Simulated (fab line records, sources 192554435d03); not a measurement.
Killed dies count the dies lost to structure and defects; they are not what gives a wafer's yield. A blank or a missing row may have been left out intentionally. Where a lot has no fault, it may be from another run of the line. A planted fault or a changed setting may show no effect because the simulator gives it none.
The same fault as seen by 2 desks :: flow n5Finfet :: each desk holds nothing but its own numbers, with what lay behind them at the end

AT THE METROLOGY DESK
What the gauges read for every lot (on any tool): the sampled wafers with a number, averaged. A lot is out of limits, marked OUT, if its mean lies more than 4 standard deviations from the usual mean; the brackets give that distance. Shown here are 7 of its 10 readings, the ones lying furthest out on some lot.
Columns: A = DIBL_N at N5_BEOL_M4_RC_MEAS_101, usual 36.1 mV/V; B = IOFF_N at N5_BEOL_M4_RC_MEAS_101, usual 0.15 nA/um; C = ION_N at N5_BEOL_M4_RC_MEAS_101, usual 672 uA/um; D = ION_P at N5_BEOL_M4_RC_MEAS_101, usual 463 uA/um; E = SS_N at N5_BEOL_M4_RC_MEAS_101, usual 71.5 mV/dec; F = VT_N at N5_BEOL_M4_RC_MEAS_101, usual 251 mV; G = VT_P at N5_BEOL_M4_RC_MEAS_101, usual -250 mV
lot: L521
first seen here: day 8 06:16
A: 35.5
B: 0.13
C: 658
D: 461
E: 71.3
F: 255
G: -249

lot: L527
first seen here: day 9 14:24
A: 36.5
B: 0.14
C: 661
D: 453
E: 71.3
F: 253
G: -253

lot: L533
first seen here: day 11 06:20
A: 37.5
B: 0.18
C: 691
D: 472
E: 72.0
F: 247
G: -249

lot: L535
first seen here: day 11 12:16
A: 36.8
B: 0.17
C: 678
D: 467
E: 71.9
F: 250
G: -248

lot: L534
first seen here: day 11 12:44
A: 36.0
B: 0.16
C: 678
D: 468
E: 70.4
F: 249
G: -248

lot: L543
first seen here: day 13 22:57
A: 38.2
B: 0.17
C: 677
D: 465
E: 71.9
F: 250
G: -247
Result from this desk: across the 6 lots, nothing is out of limits.

FOR THE TOOL OWNER'S DESK: rieDiel-06
The tool's own readings at N5_BEOL_M3_ETCH_41 (etches SiCN in CH3F/O2, target depth 29.9 nm, time 52.5 s): means of the sampled wafers that have a number, for each lot that ran on this tool. A lot is out of limits, marked OUT, if its mean lies more than 4 standard deviations from the usual mean; the brackets give that distance.
Columns: A = drypumpMotorCurrentA at N5_BEOL_M3_ETCH_41, usual 5.9 A; B = oesProductAu at N5_BEOL_M3_ETCH_41, usual 0.81 a.u.; C = rfFwdPowerW at N5_BEOL_M3_ETCH_41, usual 390.9 W; D = rfVppV at N5_BEOL_M3_ETCH_41, usual 297.5 V; E = showerheadPlenumPTorr at N5_BEOL_M3_ETCH_41, usual 2.01 Torr; F = throttleValvePct at N5_BEOL_M3_ETCH_41, usual 16.26 %
lot: L527
first seen here: day 8 20:14
A: 5.4
B: 0.86
C: 391.4
D: 297.8
E: 2.03
F: 16.24

lot: L533
first seen here: day 10 11:02
A: 5.6
B: 0.93
C: 391.1
D: 298.3
E: 2.04
F: 16.41

lot: L535
first seen here: day 10 19:04
A: 5.7
B: 0.89
C: 390.2
D: 299.1
E: 2.00
F: 16.57
Result from this desk: across the 3 lots, nothing is out of limits.

BROUGHT TOGETHER
Metrology desk: nothing out of limits seen.
Nothing out of limits was seen by the tool owner's desk.

WHAT WAS PUT IN BY THE SIMULATOR
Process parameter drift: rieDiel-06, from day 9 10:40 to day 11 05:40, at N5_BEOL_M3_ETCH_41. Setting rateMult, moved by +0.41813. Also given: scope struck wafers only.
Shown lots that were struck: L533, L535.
